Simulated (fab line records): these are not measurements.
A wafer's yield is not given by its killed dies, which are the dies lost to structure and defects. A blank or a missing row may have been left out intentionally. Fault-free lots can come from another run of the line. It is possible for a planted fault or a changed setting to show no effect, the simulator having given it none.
fab line records	flow n5_finfet
record: lots: 7	wafers: 39
route steps=1938 shown BEOL_M13@1696 BEOL_M14@1762 MIM_BOT_ETCH@1866
start_h: start of the lot's first displayed wafer, in hours after the record's first day	wait_h: hours from the lot's prior step to this one	" unchanged from the row above	L1.1+2: a single row standing in for several wafers	- no value, or no start given	* or withheld: withheld	< > ~ a bound
route shown NAME@n: NAME is a module with steps in the file, n the number in the route of the first one	usual: the fault-free wafers' mean and standard deviation	same: alike in all rows	chamber/n: place in a boat	sites: the reading at each site	_std_site: the values' standard deviation	_edge_site: inner sites' mean taken away from outer sites' mean	radius_mm: how far each site lies from the wafer's centre	mask NAME#n: copy n	behind: the tool/chamber that last shaped the wafer	hold: reason for holding the lot/hours on hold/outcome of the hold	device: which transistor (n, p or np) failed to switch	end of line: the tests these same wafers got at the end of their route	a step with no rows: only its recipe	killed: dies lost to structure and defects at the first sort, not the wafer's yield	map: per-die view of a wafer (x killed, . not killed, _ where there is no die)
set.NAME: the setting as run; set.NAME@STEP: as run at that earlier step	model.NAME: the simulator's own value behind a step, which no gauge read
lots whose settings were changed on purpose; a table a step, a row a wafer
== steps ==
step: N5_BEOL_M13_TRENCH_ETCH_34
recipe: chemistry: C4F8/O2/Ar	target: SiOC	target_depth_a: 4134.7	mask_material: SOC	pressure_mtorr: 30	source_w: 3000	bias_w: 700	Ar_flow_sccm: 400	C4F8_flow_sccm: 15	O2_flow_sccm: 8	he_inner_torr: 15	he_outer_torr: 30	time_s: 162.6	ion_energy_ev: 250
lot.wafer	tool	chamber	start_h	wait_h	set.time_s	model.etch.depth_nm
L074.1	rie_diel-01	2	304.67	0.0	162.6	423.7
L074.2	"	3	"	"	127.8	325.3
L074.3	"	1	"	"	162.6	413.4
L074.4	"	2	"	"	127.8	332
L074.5	"	3	"	"	162.6	413.5
L074.6	"	1	"	"	127.8	327.8
L077.1	rie_diel-04	1	305.18	0.0	162.6	407.4
L077.2	"	0	"	"	84.1	211.2
L077.3	"	2	"	"	162.6	411.3
L077.4	"	0	"	"	84.1	211.7
L077.5	"	1	"	"	84.1	211.4
L077.6	"	2	"	"	162.6	410.6
L079.2	rie_diel-01	3	305.55	0.0	162.6	413.8
L079.4	"	1	"	"	162.6	420.2
L079.5	"	2	"	"	162.6	425.8
L075.1	rie_diel-05	3	320.39	0.0	232	592.7
L075.2	"	1	"	"	232	592.2
L075.3	"	0	"	"	162.6	406
L075.4	"	2	"	"	162.6	418.5
L075.5	"	0	"	"	162.6	406.8
L075.6	"	1	"	"	232	594.1
L081.1	rie_diel-04	1	321.16	0.0	162.6	411.8
L081.2	"	0	"	"	162.6	414.8
L081.3	"	2	"	"	162.6	412.5
L081.4	"	1	"	"	102.6	263
L081.5	"	0	"	"	102.6	262.3
L081.6	"	2	"	"	102.6	260.2
L087.1	rie_diel-04	1	361.65	0.0	128.5	320.9
L087.2	"	0	"	"	128.5	322.9
L087.3	"	3	"	"	128.5	331.5
L087.4	"	2	"	"	162.6	408.1
L087.5	"	0	"	"	162.6	412.3
L087.6	"	3	"	"	162.6	420.8
L089.1	rie_diel-04	3	380.72	0.0	230.7	604.3
L089.2	"	0	"	"	230.7	582.4
L089.3	"	2	"	"	162.6	407.6
L089.4	"	1	"	"	162.6	412.5
L089.5	"	3	"	"	162.6	424.6
L089.6	"	0	"	"	230.7	576.4
step: N5_BEOL_M13_STRIP_70
recipe: chemistry: C4F8/O2/Ar	resist: SiARC	rf_frequency_hz: 6e+07
step: N5_BEOL_M13_OCD_MEAS_35
usual: trench_depth_nm: 415/6.6
lot.wafer	tool	chamber	start_h	wait_h	set.time_s@BEOL_M13_TRENCH_ETCH_34	trench_depth_nm
L074.1	ocd-01	-	304.85	0.0	162.6	424
L074.2	"	-	"	"	127.8	325
L074.3	"	-	"	"	162.6	414
L074.4	"	-	"	"	127.8	332
L074.5	"	-	"	"	162.6	414
L074.6	"	-	"	"	127.8	328
L077.1	ocd-02	-	305.36	0.0	162.6	407
L077.2	"	-	"	"	84.1	211
L077.3	"	-	"	"	162.6	411
L077.4	"	-	"	"	84.1	212
L077.5	"	-	"	"	84.1	212
L077.6	"	-	"	"	162.6	411
L079.2	ocd-02	-	305.74	0.0	162.6	414
L079.4	"	-	"	"	162.6	420
L079.5	"	-	"	"	162.6	426
L075.1	ocd-01	-	320.56	0.0	232	593
L075.2	"	-	"	"	232	592
L075.3	"	-	"	"	162.6	406
L075.4	"	-	"	"	162.6	419
L075.5	"	-	"	"	162.6	407
L075.6	"	-	"	"	232	594
L081.1	ocd-02	-	321.33	0.0	162.6	412
L081.2	"	-	"	"	162.6	415
L081.3	"	-	"	"	162.6	412
L081.4	"	-	"	"	102.6	263
L081.5	"	-	"	"	102.6	262
L081.6	"	-	"	"	102.6	260
L087.1	ocd-01	-	361.82	0.0	128.5	321
L087.2	"	-	"	"	128.5	323
L087.3	"	-	"	"	128.5	332
L087.4	"	-	"	"	162.6	408
L087.5	"	-	"	"	162.6	413
L087.6	"	-	"	"	162.6	421
L089.1	ocd-02	-	380.89	0.0	230.7	604
L089.2	"	-	"	"	230.7	582
L089.3	"	-	"	"	162.6	407
L089.4	"	-	"	"	162.6	413
L089.5	"	-	"	"	162.6	424
L089.6	"	-	"	"	230.7	576
step: N5_BEOL_M13_STRIP_37
recipe: chemistry: N2/H2	power_w: 1000	temp_c: 250	h2_frac: 0.65	overash_fraction: 0.3	pressure_mtorr: withheld	n2_flow_sccm: 1750	h2_flow_sccm: 3250
step: N5_BEOL_M13_ETCH_38
recipe: chemistry: CF4/N2	target: SiCN	target_depth_a: 675	taper_deg: 2	time_s: 71.9	ion_energy_ev: 150	mask_material: SiO2	pressure_mtorr: 40	source_w: 430	bias_w: 70	Ar_flow_sccm: 100	cf4_flow_sccm: 60	n2_flow_sccm: 60
step: N5_BEOL_M13_ECD_47
recipe: material: Cu	target_thk_a: 9360
step: N5_BEOL_M13_ANNEAL_48
recipe: temp_c: 225	time_s: 90	ambient: N2
step: N5_BEOL_M13_CMP_49
recipe: stop_on: SiOC	t_overpolish_s: 17.1	down_force_psi: 1	platen_rpm: 50	clearing_platen_down_force_psi: 1.5	clearing_platen_rpm: 50	post_cmp_clean: cu_alkaline	target_thk_nm: 420	clearing_platen_pad_velocity_m_s: 0.99484	pad_velocity_m_s: 0.99484
lot.wafer	tool	chamber	start_h	wait_h	set.time_s@BEOL_M13_TRENCH_ETCH_34	model.Cu_of_BEOL_M13_ECD_47.thk_nm
L074.1	cmp-04	1	308.84	0.3	162.6	430.2
L074.3	"	2	"	"	162.6	420.4
L074.4	"	3	"	"	127.8	339.4
L074.2	"	0	"	"	127.8	332.8
L074.6	"	1	"	"	127.8	334.4
L074.5	"	2	"	"	162.6	420.8
L077.1	cmp-01	1	309.18	0.3	162.6	411.8
L077.2	"	2	"	"	84.1	217
L077.3	"	3	"	"	162.6	417
L077.4	"	0	"	"	84.1	217.4
L077.5	"	1	"	"	84.1	217.2
L077.6	"	2	"	"	162.6	416.6
L079.2	cmp-01	0	309.64	0.3	162.6	417.4
L079.4	"	1	"	"	162.6	425.2
L079.5	"	3	"	"	162.6	430.2
L075.4	cmp-04	2	326.36	0.1	162.6	426.6
L075.3	"	3	"	"	162.6	413.4
L075.1	"	0	"	"	232	601.8
L075.2	"	1	"	"	232	599.6
L075.5	"	2	"	"	162.6	414.4
L075.6	"	3	"	"	232	602.8
L081.1	cmp-03	0	328.86	0.3	162.6	418.8
L081.4	"	1	"	"	102.6	270.8
L081.2	"	2	"	"	162.6	420.6
L081.3	"	3	"	"	162.6	418.2
L081.5	"	0	"	"	102.6	268.4
L081.6	"	1	"	"	102.6	268.2
L087.3	cmp-04	2	363.16	0.2	128.5	337.8
L087.2	"	3	"	"	128.5	327.8
L087.1	"	0	"	"	128.5	326.2
L087.4	"	1	"	"	162.6	414
L087.6	"	2	"	"	162.6	427.2
L087.5	"	3	"	"	162.6	417.6
L089.2	cmp-03	1	382.15	0.2	230.7	589.4
L089.4	"	2	"	"	162.6	418.6
L089.3	"	3	"	"	162.6	414.8
L089.1	"	0	"	"	230.7	610.4
L089.6	"	1	"	"	230.7	584.2
L089.5	"	2	"	"	162.6	430.6
step: N5_BEOL_M13_THK_MEAS_50
recipe: thk_meas_gauge: xrf	reads: Cu_of_BEOL_M13_ECD_47
usual: M13_THK: 418/7.6
lot.wafer	tool	chamber	start_h	wait_h	set.time_s@BEOL_M13_TRENCH_ETCH_34	M13_THK[nm]
L074.1	film_metro-01	-	309.14	-	162.6	426
L074.2	"	-	"	"	127.8	331
L074.3	"	-	"	"	162.6	418
L074.4	"	-	"	"	127.8	337
L074.5	"	-	"	"	162.6	418
L074.6	"	-	"	"	127.8	331
L077.1	film_metro-01	-	309.47	-	162.6	405
L077.2	"	-	"	"	84.1	215
L077.3	"	-	"	"	162.6	412
L077.4	"	-	"	"	84.1	216
L077.5	"	-	"	"	84.1	215
L077.6	"	-	"	"	162.6	411
L079.2	film_metro-01	-	309.86	-	162.6	407
L079.4	"	-	"	"	162.6	418
L079.5	"	-	"	"	162.6	420
L075.1	film_metro-01	-	326.65	-	232	586
L075.2	"	-	"	"	232	583
L075.3	"	-	"	"	162.6	404
L075.4	"	-	"	"	162.6	417
L075.5	"	-	"	"	162.6	404
L075.6	"	-	"	"	232	584
L081.1	film_metro-02	-	329.15	-	162.6	412
L081.2	"	-	"	"	162.6	415
L081.3	"	-	"	"	162.6	409
L081.4	"	-	"	"	102.6	268
L081.5	"	-	"	"	102.6	266
L081.6	"	-	"	"	102.6	264
L087.1	film_metro-01	-	363.45	-	128.5	324
L087.2	"	-	"	"	128.5	325
L087.3	"	-	"	"	128.5	337
L087.4	"	-	"	"	162.6	412
L087.5	"	-	"	"	162.6	414
L087.6	"	-	"	"	162.6	425
L089.1	film_metro-01	-	382.44	-	230.7	606
L089.2	"	-	"	"	230.7	583
L089.3	"	-	"	"	162.6	411
L089.4	"	-	"	"	162.6	415
L089.5	"	-	"	"	162.6	426
L089.6	"	-	"	"	230.7	579
step: N5_BEOL_M13_PRE_CLEAN_52
recipe: gas: NH3	time_s: 15	temp_c: withheld	rf_power_w: 300
step: N5_BEOL_M13_DEP_53
recipe: material: SiCN	target_thk_a: 500	temp_c: withheld	precursor: 3MS/NH3	pressure_torr: 3	rf_w: 675	time_s: 17.8
step: N5_BEOL_M13_RS_MEAS_54
recipe: thk_meas_gauge: four-point-probe	reads: Cu_of_BEOL_M13_ECD_47+Ta_of_BEOL_M13_SPUTTER_44+TaN_of_BEOL_M13_SPUTTER_43
usual: M13_RS: 0.0447/0.00072
lot.wafer	tool	chamber	start_h	wait_h	set.time_s@BEOL_M13_TRENCH_ETCH_34	M13_RS[ohm/sq]
L074.1	film_metro-02	-	309.27	0.0	162.6	0.0437
L074.2	"	-	"	"	127.8	0.0571
L074.3	"	-	"	"	162.6	0.0449
L074.4	"	-	"	"	127.8	0.0559
L074.5	"	-	"	"	162.6	0.0447
L074.6	"	-	"	"	127.8	0.0569
L077.1	film_metro-02	-	309.60	0.0	162.6	0.0458
L077.2	"	-	"	"	84.1	0.0898
L077.3	"	-	"	"	162.6	0.0452
L077.4	"	-	"	"	84.1	0.0895
L077.5	"	-	"	"	84.1	0.0896
L077.6	"	-	"	"	162.6	0.0452
L079.2	film_metro-02	-	309.98	0.1	162.6	0.0452
L079.4	"	-	"	"	162.6	0.0443
L079.5	"	-	"	"	162.6	0.0438
L075.1	film_metro-01	-	326.78	0.0	232	0.0310
L075.2	"	-	"	"	232	0.0311
L075.3	"	-	"	"	162.6	0.0456
L075.4	"	-	"	"	162.6	0.0442
L075.5	"	-	"	"	162.6	0.0455
L075.6	"	-	"	"	232	0.0310
L081.1	film_metro-01	-	329.28	0.0	162.6	0.0450
L081.2	"	-	"	"	162.6	0.0448
L081.3	"	-	"	"	162.6	0.0451
L081.4	"	-	"	"	102.6	0.0709
L081.5	"	-	"	"	102.6	0.0716
L081.6	"	-	"	"	102.6	0.0717
L087.1	film_metro-01	-	363.61	0.1	128.5	0.0584
L087.2	"	-	"	"	128.5	0.0582
L087.3	"	-	"	"	128.5	0.0563
L087.4	"	-	"	"	162.6	0.0456
L087.5	"	-	"	"	162.6	0.0453
L087.6	"	-	"	"	162.6	0.0442
L089.1	film_metro-01	-	382.60	0.1	230.7	0.0307
L089.2	"	-	"	"	230.7	0.0317
L089.3	"	-	"	"	162.6	0.0455
L089.4	"	-	"	"	162.6	0.0450
L089.5	"	-	"	"	162.6	0.0438
L089.6	"	-	"	"	230.7	0.0321
step: N5_BEOL_M14_SPUTTER_43
recipe: material: TaN	target_thk_a: 150	temp_c: 50	bias_v: 168.6	power_w: 15000	chamber_pressure_pa: 0.12	time_s: 24.19
lot.wafer	tool	chamber	start_h	wait_h	set.target_thk_a	model.TaN_of_BEOL_M14_SPUTTER_43.thk_nm
L074.1+6	pvd_sputter-02	-	313.53	0.0	71.53	7.2
L074.2+5	"	-	"	"	150	15.2
L074.3	"	-	"	"	71.53	7.4
L074.4	"	-	"	"	150	15
L077.1	pvd_sputter-01	-	313.95	0.0	150	15.4
L077.2	"	-	"	"	150	15
L077.3	"	-	"	"	150	14.8
L077.4+6	"	-	"	"	81.29	8.2
L077.5	"	-	"	"	81.29	8
L079.2	pvd_sputter-02	-	313.97	0.0	150	14.6
L079.4+5	"	-	"	"	150	15
L075.1+6	pvd_sputter-03	-	335.66	0.0	150	15
L075.2+3	"	-	"	"	66.62	6.6
L075.4	"	-	"	"	66.62	6.8
L075.5	"	-	"	"	150	15.2
L081.1+3+4	pvd_sputter-03	-	337.08	0.0	83.43	8.6
L081.2+6	"	-	"	"	150	15
L081.5	"	-	"	"	150	15.4
L087.1+2+6	pvd_sputter-02	-	367.26	0.0	98.71	10
L087.3+5	"	-	"	"	150	15.2
L087.4	"	-	"	"	150	15
L089.1+3+6	pvd_sputter-01	-	387.98	0.0	150	15
L089.2	"	-	"	"	184.8	18.2
L089.4	"	-	"	"	184.8	18.4
L089.5	"	-	"	"	184.8	18.6
step: N5_BEOL_M14_SPUTTER_44
recipe: material: Ta	target_thk_a: 150	temp_c: 50	bias_v: 80	power_w: 15000	chamber_pressure_pa: 0.07	time_s: 24.19
step: N5_BEOL_M14_SPUTTER_45
recipe: material: Cu	target_thk_a: 1000	temp_c: -20	bias_v: 60	power_w: 26000	chamber_pressure_pa: 0.13	time_s: 16.67
step: N5_BEOL_M14_ECD_47
recipe: material: Cu	target_thk_a: 12480
step: N5_BEOL_M14_ANNEAL_48
recipe: temp_c: 225	time_s: 90	ambient: N2
step: N5_BEOL_M14_CMP_49
recipe: stop_on: SiO2	t_overpolish_s: 5.2	down_force_psi: 2	platen_rpm: 80	clearing_platen_down_force_psi: 2	clearing_platen_rpm: 80	post_cmp_clean: cu_alkaline	target_thk_nm: 560	clearing_platen_pad_velocity_m_s: 1.5917	pad_velocity_m_s: 1.5917
usual: barrier_field_endpoint_s: 11.42/0.23
lot.wafer	tool	chamber	start_h	wait_h	set.target_thk_a@BEOL_M14_SPUTTER_43	barrier_field_endpoint_s
L074.4	cmp-02	3	314.58	0.1	150	11.66
L074.2	"	0	"	"	150	11.64
L074.1	"	1	"	"	71.53	8.66
L074.3	"	2	"	"	71.53	8.74
L074.5	"	3	"	"	150	11.75
L074.6	"	0	"	"	71.53	8.76
L077.2	cmp-01	3	314.79	0.2	150	11.20
L077.3	"	0	"	"	150	10.93
L077.4	"	1	"	"	81.29	8.50
L077.1	"	2	"	"	150	11.78
L077.6	"	3	"	"	81.29	8.65
L077.5	"	0	"	"	81.29	8.68
L079.4	cmp-04	3	314.86	0.1	150	11.25
L079.2	"	1	"	"	150	11.32
L079.5	"	0	"	"	150	11.67
L075.4	cmp-04	3	336.43	0.1	66.62	8.45
L075.1	"	0	"	"	150	11.96
L075.3	"	1	"	"	66.62	8.25
L075.2	"	2	"	"	66.62	8.37
L075.5	"	3	"	"	150	11.93
L075.6	"	0	"	"	150	11.58
L081.2	cmp-01	1	337.88	0.2	150	11.30
L081.4	"	2	"	"	83.43	9.19
L081.1	"	3	"	"	83.43	8.80
L081.3	"	0	"	"	83.43	8.76
L081.6	"	1	"	"	150	11.36
L081.5	"	2	"	"	150	11.48
L087.4	cmp-02	2	368.15	0.1	150	11.31
L087.3	"	3	"	"	150	11.33
L087.1	"	0	"	"	98.71	9.51
L087.2	"	1	"	"	98.71	9.52
L087.5	"	2	"	"	150	11.41
L087.6	"	3	"	"	98.71	9.46
L089.1	cmp-02	0	388.74	0.3	150	11.90
L089.3	"	1	"	"	150	11.45
L089.4	"	2	"	"	184.8	13.13
L089.2	"	3	"	"	184.8	12.98
L089.6	"	0	"	"	150	11.60
L089.5	"	1	"	"	184.8	13.04
step: N5_MIM_BOT_ETCH_ETCH_04
recipe: chemistry: CF4/O2	target: SiNx	target_depth_a: 260	time_s: 13	ion_energy_ev: 100	pressure_mtorr: 40	source_w: 535	bias_w: 49	Ar_flow_sccm: 100	cf4_flow_sccm: 100	O2_flow_sccm: 10
lot.wafer	tool	chamber	start_h	wait_h	set.time_s	model.etch.depth_nm	model.MIM_BOT_ETCH.cd_offset_nm
L074.1	rie_diel-06	2	331.57	0.0	13	26.14	0
L074.2	"	3	"	"	13	25.65	0
L074.3	"	0	"	"	17.61	34.9	-0.2
L074.4	"	1	"	"	17.61	35.69	-0.4
L074.5	"	2	"	"	17.61	35.4	-0.2
L074.6	"	1	"	"	13	26.48	0
L079.2	rie_diel-03	1	335.33	0.0	13	27.14	-0.2
L079.4	"	0	"	"	13	27.42	0
L079.5	"	0	"	"	13	27.17	0
L077.1	rie_diel-06	0	342.64	0.0	13	25.74	0.2
L077.2	"	2	"	"	13	26.05	0
L077.3	"	3	"	"	13	25.75	0
L077.4	"	0	"	"	13	25.66	0.2
L077.5	"	2	"	"	13	26.2	0
L077.6	"	3	"	"	13	25.84	0
L075.1	rie_diel-02	3	347.17	0.0	13	25.79	0
L075.2	"	1	"	"	16.34	33.08	-0.2
L075.3	"	0	"	"	16.34	33.34	-0.2
L075.4	"	2	"	"	13	27	0
L075.5	"	2	"	"	16.34	33.73	-0.4
L075.6	"	3	"	"	13	25.78	0
L081.1	rie_diel-02	1	351.08	0.0	16.5	33.78	-0.2
L081.2	"	0	"	"	16.5	34.03	-0.2
L081.3	"	3	"	"	13	26.08	0
L081.4	"	2	"	"	13	27.17	0
L081.5	"	2	"	"	16.5	34.45	-0.4
L081.6	"	3	"	"	13	26.09	0
L087.1	rie_diel-03	3	381.11	0.0	5.56	11.22	0.6
L087.2	"	1	"	"	5.56	11.56	0.6
L087.3	"	2	"	"	13	25.59	0
L087.4	"	0	"	"	13	26.97	0
L087.5	"	2	"	"	5.56	10.91	0.8
L087.6	"	1	"	"	13	27.08	0
L089.1	rie_diel-06	3	401.07	0.0	5.459	10.74	0.6
L089.2	"	1	"	"	13	26.56	-0.2
L089.3	"	2	"	"	5.459	11.04	0.6
L089.4	"	3	"	"	13	25.69	0
L089.5	"	1	"	"	5.459	11.2	0.6
L089.6	"	2	"	"	13	26.28	0
== key ==
split: step: N5_BEOL_M13_TRENCH_ETCH_34	setting: time_s	stated: 162.6	by: wafer
response: step: N5_BEOL_M13_TRENCH_ETCH_34	reading: model.etch.depth_nm	change: +4.16	per: 1%	r: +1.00
response: step: N5_BEOL_M13_OCD_MEAS_35	reading: trench_depth_nm	change: +4.15	per: 1%	r: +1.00
response: step: N5_BEOL_M13_CMP_49	reading: model.Cu_of_BEOL_M13_ECD_47.thk_nm	change: +4.16	per: 1%	r: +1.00
response: step: N5_BEOL_M13_THK_MEAS_50	reading: M13_THK	change: +4.07	per: 1%	r: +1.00
response: step: N5_BEOL_M13_RS_MEAS_54	reading: M13_RS	change: -0.000587	per: 1%	r: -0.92
split: step: N5_BEOL_M14_SPUTTER_43	setting: target_thk_a	stated: 150	by: wafer
response: step: N5_BEOL_M14_SPUTTER_43	reading: model.TaN_of_BEOL_M14_SPUTTER_43.thk_nm	change: +0.15	per: 1%	r: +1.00
response: step: N5_BEOL_M14_CMP_49	reading: barrier_field_endpoint_s	change: +0.0583	per: 1%	r: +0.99
split: step: N5_MIM_BOT_ETCH_ETCH_04	setting: time_s	stated: 13	by: wafer
response: step: N5_MIM_BOT_ETCH_ETCH_04	reading: model.etch.depth_nm	change: +0.267	per: 1%	r: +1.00
response: step: N5_MIM_BOT_ETCH_ETCH_04	reading: model.MIM_BOT_ETCH.cd_offset_nm	change: -0.0108	per: 1%	r: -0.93
